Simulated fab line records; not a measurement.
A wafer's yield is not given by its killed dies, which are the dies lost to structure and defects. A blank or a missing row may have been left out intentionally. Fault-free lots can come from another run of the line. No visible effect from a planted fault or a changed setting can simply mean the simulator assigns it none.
fab line records	flow n5Finfet
record lots=24	wafers=72	lastDay=18
route steps=1938 shown BEOL_M1@791
lots with no fault: from the same line, run without faults
startH: the number of hours between the record's first day and the start of the first shown wafer of the lot	waitH: hours elapsed since this lot's preceding step	" unchanged from the row above	L1.1+2: one row covering several wafers at once	- no value, or no start was given	* or withheld: withheld	< > ~ a bound
route shown NAME@n: a module of which the file shows steps, and the number in the route of the first	usual: average and standard deviation across the fault-free wafers	same: alike in all rows	chamber/n: place in a boat	sites: each site's reading	_std_site: how widely they spread, as a standard deviation	_edge_site: outer sites' mean less inner sites'	radiusMm: how far each site lies from the wafer's centre	mask NAME#n: copy n	behind: the tool/chamber that last shaped the wafer	hold: what put the lot on hold/how long, in hours/how the hold closed	device: whichever transistor did not switch (one of n, p or np)	end of line: at the end of the route, the tests of the same wafers	for a step that has no rows: nothing shown but its recipe	killed: not the wafer's yield, but the dies lost to structure and defects at the first sort	map: per-die view of a wafer (x killed, . not killed, _ where there is no die)
set.NAME: the setting that was run; set.NAME@STEP: the one run at that earlier step	model.NAME: the simulator's own value behind a step, which no gauge read
route steps across a sampled set of lots; one table per step, one row per wafer
services: when a tool's chamber went out of use (startH, in hours from the record's first day, below 0 if earlier), for how many hours, and the reason
## steps
# step N5_BEOL_M1_ETCH_69
# recipe chemistry=CF4	target=SiARC	targetDepthA=156	maskMaterial=CAR-EUV	timeS=26	ionEnergyEv=80	pressureMtorr=40	sourceW=545	biasW=36	Ar_flow_sccm=100	cf4FlowSccm=100	ends=cleared
# usual drypumpMotorCurrentA=5.6/0.56	etchRfOnTimeS=26.1/0.6	oesProductAu=0.67/0.07	rfVppV=184.0/1.1	showerheadPlenumPTorr=2.14/0.064	throttleValvePct=15.59/0.27
lot.wafer	tool	chamber	startH	waitH	drypumpMotorCurrentA	etchRfOnTimeS	oesProductAu	rfHoursCounterH	rfVppV	showerheadPlenumPTorr	throttleValvePct
L074.2	rieDiel-06	2	123.41	0.0	4.9	25.7	0.81	13	182.5	2.10	15.02
L074.3	"	0	"	"	6.2	26.5	0.66	154	183.4	2.06	15.77
L074.6	"	1	"	"	5.1	25.7	0.63	-	183.8	2.13	15.65
L075.1	rieDiel-06	0	125.86	0.0	6.2	27.0	0.64	155	183.6	2.05	15.78
L075.3	"	3	"	"	5.7	25.9	0.70	87	185.1	2.24	15.51
L075.5	"	3	"	"	5.7	26.1	0.69	-	185.6	2.24	15.52
L076.2	rieDiel-03	2	138.60	0.0	6.6	26.4	0.58	224	184.0	2.12	15.89
L076.5	"	1	"	"	5.7	26.8	0.80	-	184.3	2.18	15.28
L076.6	"	2	"	"	6.6	26.7	0.59	-	183.6	2.12	15.88
L077.2	rieDiel-06	3	139.02	0.0	5.7	25.8	0.69	91	184.1	2.24	15.51
L077.3	"	2	"	"	5.0	25.7	0.79	18	184.7	2.10	15.04
L077.6	"	1	"	"	5.0	25.9	0.63	-	183.8	2.13	15.66
L078.2	rieDiel-01	3	143.65	0.0	5.9	26.7	0.64	177	181.5	2.05	15.68
L078.3	"	2	"	"	6.0	24.6	0.72	76	185.1	2.18	15.64
L078.6	"	0	"	"	5.2	24.9	0.68	-	184.9	2.15	15.89
L079.1	rieDiel-06	3	152.80	0.0	5.7	26.1	0.69	95	184.2	2.24	15.52
L079.2	"	2	"	"	5.0	26.1	0.78	23	182.1	2.10	15.06
L079.5	"	1	"	"	5.0	26.1	0.62	-	184.0	2.12	15.69
L080.1	rieDiel-06	1	163.90	0.0	5.0	26.1	0.62	209	184.9	2.12	15.69
L080.4	"	2	"	"	4.9	26.0	0.78	27	182.8	2.09	15.07
L080.5	"	3	"	"	5.7	25.9	0.68	-	184.7	2.24	15.54
L081.3	rieDiel-03	0	168.43	0.0	6.5	27.1	0.57	247	184.0	2.18	15.55
L081.4	"	3	"	"	5.4	25.7	0.60	204	184.8	2.20	15.81
L081.6	"	0	"	"	6.5	26.7	0.56	-	185.1	2.18	15.55
L082.1	rieDiel-06	0	171.71	0.0	6.2	26.7	0.64	168	183.1	2.05	15.80
L082.2	"	3	"	"	5.7	26.0	0.68	102	185.9	2.24	15.53
L082.4	"	2	"	"	5.0	25.9	0.77	30	184.3	2.09	15.08
L083.1	rieDiel-03	1	175.26	0.0	5.6	26.7	0.78	19	186.0	2.18	15.31
L083.3	"	0	"	"	6.5	26.9	0.56	249	185.0	2.18	15.56
L083.5	"	3	"	"	5.4	26.0	0.60	-	185.5	2.20	15.83
L084.3	rieDiel-06	3	181.21	0.0	5.7	26.2	0.68	104	184.3	2.24	15.55
L084.4	"	1	"	"	5.1	26.1	0.62	215	184.5	2.12	15.69
L084.6	"	1	"	"	5.1	26.2	0.62	-	182.9	2.12	15.70
L085.3	rieDiel-01	3	186.17	0.0	5.9	27.2	0.62	191	183.8	2.04	15.71
L085.5	"	1	"	"	4.9	26.1	0.60	-	185.7	2.20	15.63
L085.6	"	0	"	"	5.2	24.9	0.66	-	182.8	2.15	15.93
L086.1	rieDiel-01	0	197.41	0.0	5.2	25.3	0.65	158	184.2	2.15	15.94
L086.3	"	1	"	"	4.8	26.5	0.60	202	185.0	2.20	15.64
L086.4	"	2	"	"	6.0	24.8	0.70	94	181.8	2.18	15.68
L087.3	rieDiel-06	2	206.11	0.0	5.0	25.8	0.76	38	182.9	2.09	15.09
L087.4	"	0	"	"	6.2	26.4	0.64	176	184.2	2.05	15.82
L087.5	"	1	"	"	5.0	26.3	0.61	-	183.4	2.12	15.69
L088.1	rieDiel-01	3	210.03	0.0	5.9	27.0	0.62	198	182.5	2.04	15.73
L088.3	"	0	"	"	5.2	25.0	0.66	161	183.5	2.15	15.95
L088.4	"	1	"	"	4.8	26.5	0.60	205	184.9	2.20	15.64
L089.2	rieDiel-03	1	218.79	0.0	5.7	26.9	0.75	35	184.2	2.17	15.32
L089.4	"	1	"	"	5.7	26.6	0.75	-	185.8	2.17	15.33
L089.5	"	3	"	"	5.4	25.9	0.60	-	183.6	2.20	15.86
L090.1	rieDiel-06	0	219.98	0.0	6.2	26.9	0.63	179	184.1	2.05	15.82
L090.3	"	1	"	"	5.0	26.7	0.61	226	184.8	2.12	15.71
L090.5	"	3	"	"	5.7	26.4	0.66	-	184.9	2.24	15.58
L091.3	rieDiel-06	1	229.53	0.0	5.0	26.4	0.61	228	184.3	2.12	15.72
L091.5	"	3	"	"	5.7	26.4	0.66	-	184.6	2.23	15.57
L091.6	"	2	"	"	4.9	26.0	0.74	-	184.1	2.09	15.11
L093.2	rieDiel-06	2	238.20	0.0	5.0	25.7	0.75	49	183.2	2.09	15.11
L093.4	"	3	"	"	5.7	26.4	0.66	120	185.2	2.23	15.57
L093.6	"	0	"	"	6.2	26.7	0.63	-	183.0	2.05	15.83
L092.1	rieDiel-03	2	244.37	0.0	6.6	25.3	0.82	1	184.2	2.11	15.45
L092.2	"	1	"	"	5.7	26.7	0.73	44	185.4	2.17	15.34
L092.3	"	0	"	"	6.5	25.7	0.81	14	183.7	2.18	15.12
L094.3	rieDiel-06	2	248.49	0.0	4.9	25.8	0.74	52	183.2	2.09	15.13
L094.5	"	2	"	"	5.0	25.6	0.74	-	182.8	2.09	15.13
L094.6	"	3	"	"	5.7	26.0	0.67	-	185.3	2.23	15.59
L095.1	rieDiel-03	2	250.89	0.0	6.6	25.3	0.81	4	183.7	2.11	15.47
L095.3	"	1	"	"	5.7	27.0	0.73	47	183.6	2.17	15.36
L095.6	"	3	"	"	5.4	25.9	0.59	-	184.8	2.19	15.87
L096.1	rieDiel-01	3	260.61	0.0	5.9	27.1	0.60	213	184.3	2.04	15.75
L096.4	"	2	"	"	6.0	24.8	0.68	113	183.5	2.17	15.70
L096.5	"	0	"	"	5.2	24.9	0.65	-	184.3	2.14	15.95
L097.1	rieDiel-01	0	260.79	0.0	5.2	25.2	0.64	171	184.4	2.14	15.96
L097.3	"	3	"	"	5.9	27.4	0.60	213	182.7	2.03	15.77
L097.6	"	0	"	"	5.2	25.1	0.65	-	183.1	2.14	15.95
# step N5_BEOL_M1_DEGAS_44
# recipe ambient=vacuum	tempC=250	timeS=60
# usual heaterPowerW=327/34
lot.wafer	tool	chamber	startH	waitH	heaterPowerW
L074.2	pvdSputter-03	-	124.88	0.1	372
L074.3	"	-	"	"	347
L074.6	"	-	"	"	313
L075.1	pvdSputter-03	-	129.71	0.2	313
L075.3	"	-	"	"	356
L075.5	"	-	"	"	371
L076.2	pvdSputter-03	-	142.71	0.4	366
L076.5	"	-	"	"	360
L076.6	"	-	"	"	359
L077.2	pvdSputter-03	-	146.01	0.3	349
L077.3	"	-	"	"	316
L077.6	"	-	"	"	372
L078.2	pvdSputter-02	-	147.45	0.1	398
L078.3	"	-	"	"	325
L078.6	"	-	"	"	389
L079.1	pvdSputter-03	-	154.58	0.2	301
L079.2	"	-	"	"	369
L079.5	"	-	"	"	354
L080.1	pvdSputter-03	-	164.78	0.1	352
L080.4	"	-	"	"	371
L080.5	"	-	"	"	373
L081.3	pvdSputter-02	-	170.07	0.8	319
L081.4	"	-	"	"	315
L081.6	"	-	"	"	394
L082.1	pvdSputter-01	-	176.45	0.5	276
L082.2	"	-	"	"	279
L082.4	"	-	"	"	344
L083.1	pvdSputter-01	-	181.66	0.3	346
L083.3	"	-	"	"	280
L083.5	"	-	"	"	278
L084.3	pvdSputter-01	-	182.42	0.1	350
L084.4	"	-	"	"	280
L084.6	"	-	"	"	348
L085.3	pvdSputter-01	-	188.84	0.4	353
L085.5	"	-	"	"	286
L085.6	"	-	"	"	346
L086.1	pvdSputter-03	-	204.62	0.2	376
L086.3	"	-	"	"	305
L086.4	"	-	"	"	345
L087.3	pvdSputter-03	-	208.74	0.5	358
L087.4	"	-	"	"	301
L087.5	"	-	"	"	345
L088.1	pvdSputter-01	-	213.66	0.2	345
L088.3	"	-	"	"	277
L088.4	"	-	"	"	350
L089.2	pvdSputter-02	-	231.17	0.2	327
L089.4	"	-	"	"	325
L089.5	"	-	"	"	317
L090.1	pvdSputter-02	-	233.88	0.3	399
L090.3	"	-	"	"	321
L090.5	"	-	"	"	323
L091.3	pvdSputter-03	-	235.29	0.7	311
L091.5	"	-	"	"	316
L091.6	"	-	"	"	353
L093.2	pvdSputter-02	-	243.04	0.1	320
L093.4	"	-	"	"	397
L093.6	"	-	"	"	315
L092.1	pvdSputter-01	-	246.15	0.4	275
L092.2	"	-	"	"	336
L092.3	"	-	"	"	285
L094.3	pvdSputter-03	-	250.58	0.5	345
L094.5	"	-	"	"	294
L094.6	"	-	"	"	319
L095.1	pvdSputter-01	-	254.23	0.4	349
L095.3	"	-	"	"	355
L095.6	"	-	"	"	284
L096.1	pvdSputter-02	-	267.73	0.4	333
L096.4	"	-	"	"	325
L096.5	"	-	"	"	326
L097.1	pvdSputter-01	-	267.79	0.4	284
L097.3	"	-	"	"	283
L097.6	"	-	"	"	276
# step N5_BEOL_M1_SPUTTER_81
# recipe material=Cu	targetThkA=45	tempC=-20	chamberPressurePa=0.07	powerW=withheld	timeS=8.29
# usual throttleValvePct=30.1/0.73
lot.wafer	tool	chamber	startH	waitH	throttleValvePct
L074.2	pvdSputter-01	-	127.79	0.1	31.2
L074.3	"	-	"	"	30.7
L074.6	"	-	"	"	31.0
L075.1	pvdSputter-01	-	130.93	0.1	29.4
L075.3	"	-	"	"	30.9
L075.5	"	-	"	"	30.9
L076.2	pvdSputter-03	-	144.21	0.1	30.8
L076.5	"	-	"	"	28.7
L076.6	"	-	"	"	29.9
L077.2	pvdSputter-01	-	147.63	0.1	29.3
L077.3	"	-	"	"	30.9
L077.6	"	-	"	"	29.2
L078.2	pvdSputter-03	-	148.58	0.1	29.2
L078.3	"	-	"	"	29.9
L078.6	"	-	"	"	30.8
L079.1	pvdSputter-02	-	155.72	0.1	31.0
L079.2	"	-	"	"	30.1
L079.5	"	-	"	"	30.9
L080.1	pvdSputter-03	-	165.90	0.1	29.8
L080.4	"	-	"	"	29.2
L080.5	"	-	"	"	29.9
L081.3	pvdSputter-03	-	171.58	0.1	29.8
L081.4	"	-	"	"	30.8
L081.6	"	-	"	"	30.0
L082.1	pvdSputter-02	-	177.98	0.1	30.6
L082.2	"	-	"	"	29.7
L082.4	"	-	"	"	30.0
L083.1	pvdSputter-02	-	182.67	0.1	30.0
L083.3	"	-	"	"	30.7
L083.5	"	-	"	"	30.8
L084.3	pvdSputter-02	-	184.51	0.1	30.2
L084.4	"	-	"	"	30.7
L084.6	"	-	"	"	29.6
L085.3	pvdSputter-03	-	189.82	0.1	29.4
L085.5	"	-	"	"	30.1
L085.6	"	-	"	"	30.5
L086.1	pvdSputter-01	-	205.72	0.1	29.2
L086.3	"	-	"	"	30.6
L086.4	"	-	"	"	31.1
L087.3	pvdSputter-02	-	210.05	0.1	30.8
L087.4	"	-	"	"	29.8
L087.5	"	-	"	"	30.9
L088.1	pvdSputter-03	-	214.65	0.1	29.9
L088.3	"	-	"	"	30.9
L088.4	"	-	"	"	28.8
L089.2	pvdSputter-02	-	232.48	0.1	30.6
L089.4	"	-	"	"	29.5
L089.5	"	-	"	"	29.9
L090.1	pvdSputter-01	-	234.98	0.1	30.8
L090.3	"	-	"	"	30.6
L090.5	"	-	"	"	31.0
L091.3	pvdSputter-02	-	236.54	0.1	29.4
L091.5	"	-	"	"	30.8
L091.6	"	-	"	"	30.7
L093.2	pvdSputter-03	-	244.23	0.1	29.0
L093.4	"	-	"	"	29.9
L093.6	"	-	"	"	29.2
L092.1	pvdSputter-02	-	247.44	0.1	30.9
L092.2	"	-	"	"	29.7
L092.3	"	-	"	"	30.7
L094.3	pvdSputter-02	-	252.12	0.1	29.9
L094.5	"	-	"	"	30.7
L094.6	"	-	"	"	29.7
L095.1	pvdSputter-03	-	255.28	0.1	29.0
L095.3	"	-	"	"	30.8
L095.6	"	-	"	"	30.9
L097.1	pvdSputter-02	-	269.13	0.1	30.5
L097.3	"	-	"	"	29.5
L097.6	"	-	"	"	29.8
L096.1	pvdSputter-01	-	269.30	0.1	30.9
L096.4	"	-	"	"	30.4
L096.5	"	-	"	"	30.9
# step N5_BEOL_M1_ANNEAL_93
# recipe tempC=400	timeS=240	ambient=vacuum
# usual heaterPowerW=824/84
lot.wafer	tool	chamber	startH	waitH	heaterPowerW
L074.2	pvdSputter-01	-	128.83	0.0	685
L074.3	"	-	"	"	906
L074.6	"	-	"	"	678
L075.1	pvdSputter-01	-	131.97	0.0	874
L075.3	"	-	"	"	696
L075.5	"	-	"	"	717
L076.2	pvdSputter-03	-	145.17	0.0	763
L076.5	"	-	"	"	891
L076.6	"	-	"	"	793
L077.2	pvdSputter-01	-	148.59	0.0	871
L077.3	"	-	"	"	689
L077.6	"	-	"	"	879
L078.2	pvdSputter-03	-	149.54	0.0	926
L078.3	"	-	"	"	788
L078.6	"	-	"	"	764
L079.1	pvdSputter-02	-	156.68	0.0	808
L079.2	"	-	"	"	952
L079.5	"	-	"	"	788
L080.1	pvdSputter-03	-	166.86	0.0	798
L080.4	"	-	"	"	919
L080.5	"	-	"	"	784
L081.3	pvdSputter-03	-	172.54	0.0	766
L081.4	"	-	"	"	752
L081.6	"	-	"	"	795
L082.1	pvdSputter-02	-	178.94	0.0	800
L082.2	"	-	"	"	804
L082.4	"	-	"	"	983
L083.1	pvdSputter-02	-	183.63	0.0	975
L083.3	"	-	"	"	805
L083.5	"	-	"	"	818
L084.3	pvdSputter-02	-	185.47	0.0	991
L084.4	"	-	"	"	798
L084.6	"	-	"	"	811
L085.3	pvdSputter-03	-	190.78	0.0	921
L085.5	"	-	"	"	787
L085.6	"	-	"	"	747
L086.1	pvdSputter-01	-	206.68	0.0	850
L086.3	"	-	"	"	881
L086.4	"	-	"	"	672
L087.3	pvdSputter-02	-	211.01	0.0	813
L087.4	"	-	"	"	988
L087.5	"	-	"	"	776
L088.1	pvdSputter-03	-	215.61	0.0	790
L088.3	"	-	"	"	756
L088.4	"	-	"	"	865
L089.2	pvdSputter-02	-	233.44	0.0	825
L089.4	"	-	"	"	822
L089.5	"	-	"	"	973
L090.1	pvdSputter-01	-	235.94	0.0	679
L090.3	"	-	"	"	864
L090.5	"	-	"	"	705
L091.3	pvdSputter-02	-	237.50	0.0	809
L091.5	"	-	"	"	813
L091.6	"	-	"	"	786
L093.2	pvdSputter-03	-	245.19	0.0	912
L093.4	"	-	"	"	782
L093.6	"	-	"	"	910
L092.1	pvdSputter-02	-	248.40	0.0	779
L092.2	"	-	"	"	983
L092.3	"	-	"	"	803
L094.3	pvdSputter-02	-	253.08	0.0	983
L094.5	"	-	"	"	777
L094.6	"	-	"	"	980
L095.1	pvdSputter-03	-	256.24	0.0	882
L095.3	"	-	"	"	757
L095.6	"	-	"	"	746
L097.1	pvdSputter-02	-	270.09	0.0	790
L097.3	"	-	"	"	800
L097.6	"	-	"	"	961
L096.1	pvdSputter-01	-	270.47	0.0	676
L096.4	"	-	"	"	873
L096.5	"	-	"	"	682
# step N5_BEOL_M1_PRE_CLEAN_60
# recipe gas=NH3/H2	timeS=15	tempC=*	rfPowerW=300
# usual heaterPowerW=86/10
lot.wafer	tool	chamber	startH	waitH	heaterPowerW
L074.2	cvdCo-01	2	130.05	0.0	90
L074.3	"	2	"	"	91
L074.6	"	2	"	"	89
L075.1	cvdCo-01	2	133.16	0.0	88
L075.3	"	0	"	"	88
L075.5	"	0	"	"	86
L076.2	cvdCo-02	2	146.36	0.0	103
L076.5	"	2	"	"	100
L076.6	"	1	"	"	80
L077.2	cvdCo-01	1	150.25	0.0	82
L077.3	"	2	"	"	89
L077.6	"	2	"	"	89
L078.2	cvdCo-01	1	150.72	0.0	82
L078.3	"	2	"	"	90
L078.6	"	1	"	"	83
L079.1	cvdCo-01	2	157.87	0.0	91
L079.2	"	0	"	"	88
L079.5	"	2	"	"	89
L080.1	cvdCo-02	2	168.24	0.0	101
L080.4	"	1	"	"	80
L080.5	"	0	"	"	71
L081.3	cvdCo-02	2	173.73	0.0	97
L081.4	"	0	"	"	70
L081.6	"	2	"	"	98
L082.1	cvdCo-01	1	180.12	0.0	85
L082.2	"	2	"	"	91
L082.4	"	0	"	"	88
L083.1	cvdCo-02	1	184.81	0.0	79
L083.3	"	0	"	"	74
L083.5	"	2	"	"	101
L084.3	cvdCo-02	1	186.90	0.0	79
L084.4	"	1	"	"	82
L084.6	"	0	"	"	70
L085.3	cvdCo-01	1	191.97	0.0	84
L085.5	"	0	"	"	88
L085.6	"	1	"	"	86
L086.1	cvdCo-01	2	207.87	0.0	89
L086.3	"	0	"	"	89
L086.4	"	2	"	"	90
L087.3	cvdCo-02	0	212.36	0.0	72
L087.4	"	2	"	"	101
L087.5	"	0	"	"	71
L088.1	cvdCo-02	1	216.79	0.0	78
L088.3	"	2	"	"	100
L088.4	"	0	"	"	70
L089.2	cvdCo-01	1	234.88	0.0	83
L089.4	"	0	"	"	88
L089.5	"	1	"	"	84
L090.1	cvdCo-01	1	237.31	0.0	82
L090.3	"	2	"	"	91
L090.5	"	1	"	"	84
L091.3	cvdCo-02	0	238.69	0.0	71
L091.5	"	1	"	"	80
L091.6	"	0	"	"	70
L093.2	cvdCo-02	1	246.38	0.0	81
L093.4	"	2	"	"	103
L093.6	"	1	"	"	78
L092.1	cvdCo-02	0	249.58	0.0	70
L092.2	"	1	"	"	81
L092.3	"	2	"	"	101
L094.3	cvdCo-01	0	254.93	0.0	86
L094.5	"	1	"	"	83
L094.6	"	0	"	"	88
L095.1	cvdCo-02	1	257.43	0.0	81
L095.3	"	0	"	"	72
L095.6	"	0	"	"	69
L097.1	cvdCo-02	1	271.54	0.0	76
L097.3	"	2	"	"	103
L097.6	"	2	"	"	104
L096.1	cvdCo-02	1	272.08	0.0	79
L096.4	"	2	"	"	101
L096.5	"	0	"	"	71
# step N5_BEOL_M1_INSPECT_59
# recipe inspectInstrument=darkfield	mode=postDep
# usual rawDefectCount=77/26
lot.wafer	tool	chamber	startH	waitH	rawDefectCount
L074.2	defectInspect-02	-	130.36	0.0	45
L074.3	"	-	"	"	60
L074.6	"	-	"	"	64
L075.1	defectInspect-01	-	133.47	0.0	45
L075.3	"	-	"	"	88
L075.5	"	-	"	"	103
L076.2	defectInspect-01	-	146.61	0.0	96
L076.5	"	-	"	"	72
L076.6	"	-	"	"	136
L077.2	defectInspect-02	-	150.55	0.0	46
L077.3	"	-	"	"	44
L077.6	"	-	"	"	81
L078.2	defectInspect-01	-	151.03	0.0	118
L078.3	"	-	"	"	131
L078.6	"	-	"	"	93
L079.1	defectInspect-01	-	158.13	0.0	105
L079.2	"	-	"	"	116
L079.5	"	-	"	"	120
L080.1	defectInspect-02	-	168.49	0.0	59
L080.4	"	-	"	"	38
L080.5	"	-	"	"	44
L081.3	defectInspect-02	-	174.01	0.0	97
L081.4	"	-	"	"	94
L081.6	"	-	"	"	133
L082.1	defectInspect-02	-	180.37	0.0	54
L082.2	"	-	"	"	78
L082.4	"	-	"	"	68
L083.1	defectInspect-01	-	185.06	0.0	69
L083.3	"	-	"	"	87
L083.5	"	-	"	"	88
L084.3	defectInspect-02	-	187.15	0.0	53
L084.4	"	-	"	"	59
L084.6	"	-	"	"	40
L085.3	defectInspect-01	-	192.22	0.0	55
L085.5	"	-	"	"	80
L085.6	"	-	"	"	56
L086.1	defectInspect-02	-	208.11	0.0	72
L086.3	"	-	"	"	65
L086.4	"	-	"	"	63
L087.3	defectInspect-01	-	212.61	0.0	95
L087.4	"	-	"	"	92
L087.5	"	-	"	"	67
L088.1	defectInspect-02	-	217.08	0.0	71
L088.3	"	-	"	"	48
L088.4	"	-	"	"	78
L089.2	defectInspect-01	-	235.13	0.0	85
L089.4	"	-	"	"	72
L089.5	"	-	"	"	60
L090.1	defectInspect-02	-	237.58	0.0	63
L090.3	"	-	"	"	110
L090.5	"	-	"	"	108
L091.3	defectInspect-02	-	238.97	0.0	66
L091.5	"	-	"	"	44
L091.6	"	-	"	"	33
L093.2	defectInspect-01	-	246.64	0.0	81
L093.4	"	-	"	"	102
L093.6	"	-	"	"	104
L092.1	defectInspect-01	-	249.83	0.0	75
L092.2	"	-	"	"	135
L092.3	"	-	"	"	97
L094.3	defectInspect-02	-	255.18	0.0	95
L094.5	"	-	"	"	91
L094.6	"	-	"	"	101
L095.1	defectInspect-01	-	257.67	0.0	93
L095.3	"	-	"	"	96
L095.6	"	-	"	"	83
L097.1	defectInspect-01	-	271.79	0.0	89
L097.3	"	-	"	"	88
L097.6	"	-	"	"	72
L096.1	defectInspect-01	-	272.33	0.0	62
L096.4	"	-	"	"	80
L096.5	"	-	"	"	76
## services
tool	chamber	startH	hours	kind
pvdSputter-03	-	102.99	3.6	repair
cvdCo-01	1	115.15	-	clean
cvdCo-01	1	115.15	22.0	scheduledDown
cvdCo-01	1	115.15	22.0	ventCycle
rieDiel-03	-	116.21	0.6	repair
rieDiel-03	-	123.78	2.8	pm
pvdSputter-02	-	151.48	2.4	repair
rieDiel-06	0	160.21	2.8	repair
rieDiel-03	0	178.59	-	clean
rieDiel-03	0	178.59	-	consumableReplace:focusRing
rieDiel-03	0	178.59	26.3	scheduledDown
rieDiel-03	0	178.59	26.3	ventCycle
cvdCo-02	-	194.42	2.5	repair
rieDiel-06	0	213.00	3.4	repair
rieDiel-03	2	217.30	-	clean
rieDiel-03	2	217.30	-	consumableReplace:focusRing
rieDiel-03	2	217.30	20.1	scheduledDown
rieDiel-03	2	217.30	20.1	ventCycle
rieDiel-01	1	226.18	3.6	repair
cvdCo-02	-	238.92	2.8	pm
rieDiel-01	0	241.59	12.8	repair
cvdCo-01	-	246.00	2.8	pm
rieDiel-03	2	266.47	4.2	repair
## key
fault none
